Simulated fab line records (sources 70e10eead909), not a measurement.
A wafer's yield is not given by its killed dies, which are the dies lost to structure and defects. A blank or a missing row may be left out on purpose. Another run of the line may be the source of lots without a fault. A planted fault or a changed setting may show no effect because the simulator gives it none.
One fault through the eyes of 2 desks + flow nand harc + numbers are kept per desk, each desk with only its own; the story behind them comes last

THE TOOL OWNER'S DESK: rie diel-13
The tool's own readings at NHARC_A_BLC_ETCH_17 (etches the open film in N2/H2, target depth 390 nm, time 609.38 s): means of the sampled wafers that have a number, for each lot that ran on this tool. A lot is out of limits, marked OUT, if its mean lies more than 4 standard deviations from the usual mean; the brackets give that distance.
Columns: A = drypump motor current A at NHARC_A_BLC_ETCH_17, usual 5.6 A; B = oes product au at NHARC_A_BLC_ETCH_17, usual 1.000 a.u.; C = rf vpp V at NHARC_A_BLC_ETCH_17, usual 429.5 V; D = run length s at NHARC_A_BLC_ETCH_17, usual 630.5 s; E = showerhead plenum p Torr at NHARC_A_BLC_ETCH_17, usual 2.00 Torr; F = throttle valve pct at NHARC_A_BLC_ETCH_17, usual 14.172 %
| lot  | first seen here | A   | B     | C     | D               | E    | F      |
|------|-----------------|-----|-------|-------|-----------------|------|--------|
| L580 | day 22 10:52    | 6.0 | 0.995 | 430.1 | 630.8           | 2.02 | 14.169 |
| L583 | day 23 20:07    | 5.4 | 1.001 | 429.3 | 630.5           | 2.02 | 14.161 |
| L590 | day 27 20:16    | 5.7 | 0.990 | 428.5 | 589.3 (-94) OUT | 1.98 | 14.167 |
| L592 | day 27 22:01    | 5.5 | 1.009 | 428.4 | 589.1 (-94) OUT | 1.97 | 14.168 |
| L598 | day 30 18:37    | 5.5 | 1.002 | 428.9 | 630.9           | 1.97 | 14.173 |
| L601 | day 31 12:43    | 5.7 | 0.995 | 428.8 | 630.9           | 1.97 | 14.177 |
| L602 | day 32 07:52    | 5.3 | 0.994 | 430.2 | 630.6           | 2.05 | 14.163 |
This desk finds L590, L592 out of limits, L590 being first, at day 27 20:16 (run length s at NHARC_A_BLC_ETCH_17). Within limits: L580, L583, L598, L601, L602.

FROM THE METROLOGY DESK
What the gauges read, lot by lot, whatever tool the lot ran on: means of the sampled wafers that have a number. A lot is out of limits, marked OUT, if its mean lies more than 4 standard deviations from the usual mean; the brackets give that distance.
Columns: A = cd nm at NHARC_A_BLC_CD_MEAS_19, usual 99.9 nm
| lot  | first seen here | A     |
|------|-----------------|-------|
| L580 | day 22 11:39    | 98.2  |
| L582 | day 23 14:17    | 99.3  |
| L583 | day 23 20:46    | 99.2  |
| L590 | day 27 21:01    | 100.3 |
| L592 | day 27 22:48    | 100.1 |
| L594 | day 28 06:13    | 99.9  |
| L595 | day 30 01:01    | 98.1  |
| L597 | day 30 03:01    | 99.6  |
| L598 | day 30 19:24    | 100.3 |
| L600 | day 31 01:03    | 101.1 |
| L601 | day 31 13:30    | 101.9 |
| L602 | day 32 08:37    | 98.3  |
Result from this desk: across the 12 lots, nothing is out of limits.

TAKEN TOGETHER
The tool owner's desk could have raised an alarm at day 27 20:16, on L590, L592.
Metrology desk: nothing out of limits seen.
The metrology desk has L590, L592 on record, within its limits.
The lots listed all ran NHARC_A_BLC_ETCH_17 on rie diel-13.

WHAT HAD BEEN PUT IN BY THE SIMULATOR
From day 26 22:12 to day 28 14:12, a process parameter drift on rie diel-13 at NHARC_A_BLC_ETCH_17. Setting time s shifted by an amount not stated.
Shown lots that were struck: L590, L592.
Each desk's first reading out of limits, in hours after the fault started: the tool owner's desk, 22.
